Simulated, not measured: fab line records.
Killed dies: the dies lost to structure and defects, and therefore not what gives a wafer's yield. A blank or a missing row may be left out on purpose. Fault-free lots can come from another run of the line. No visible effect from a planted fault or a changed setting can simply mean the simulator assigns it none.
Matching of chambers :: flow nand harc :: NHARC_A_CHANNEL_HOLE_D1_DEP_01 on pecvd-04: 3 sister chambers
The step deposits SiON, target thk 140 nm. 3 wafers are shown with their chamber, then 8 later ones without.

== EACH WAFER AND ITS CHAMBER ==
wafer: L421.4
chamber: 1
heater power w (W): 821

wafer: L421.6
chamber: 2
heater power w (W): 623

wafer: L424.1
chamber: 0
heater power w (W): 740

== WAFERS WHOSE CHAMBER IS MISSING ==
wafer: L424.4
heater power w (W): 649

wafer: L424.6
heater power w (W): 809

wafer: L428.3
heater power w (W): 683

wafer: L428.4
heater power w (W): 824

wafer: L428.5
heater power w (W): 619

wafer: L430.1
heater power w (W): 662

wafer: L430.3
heater power w (W): 723

wafer: L430.6
heater power w (W): 739

== EACH ONE'S CHAMBER ==
wafer: L424.4
from the rows above: 2
in truth: 2

wafer: L424.6
from the rows above: 1
in truth: 1

wafer: L428.3
from the rows above: can't be placed: 0 or 2
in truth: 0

wafer: L428.4
from the rows above: 1
in truth: 1

wafer: L428.5
from the rows above: 2
in truth: 2

wafer: L430.1
from the rows above: can't be placed: 2 or 0
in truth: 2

wafer: L430.3
from the rows above: 0
in truth: 0

wafer: L430.6
from the rows above: 0
in truth: 0
Correctly placed: 6 of 8. From these rows, 2 cannot be placed; in 2 the true chamber is one of the candidates. Placed wrongly: 0.
How it was worked out, from the rows above alone: a wafer's distance from a chamber is the root of the sum, over the readings, of the square of ((its reading less the chamber's mean) divided by the reading's scatter). The wafer belongs to the nearest chamber; if the next one is less than 2 further off, it can't be placed. Each chamber's mean is taken over the wafers shown for it. The scatter: with one shown wafer a chamber, the root of the mean of the squares of how far each hidden wafer lies from its nearest shown one.
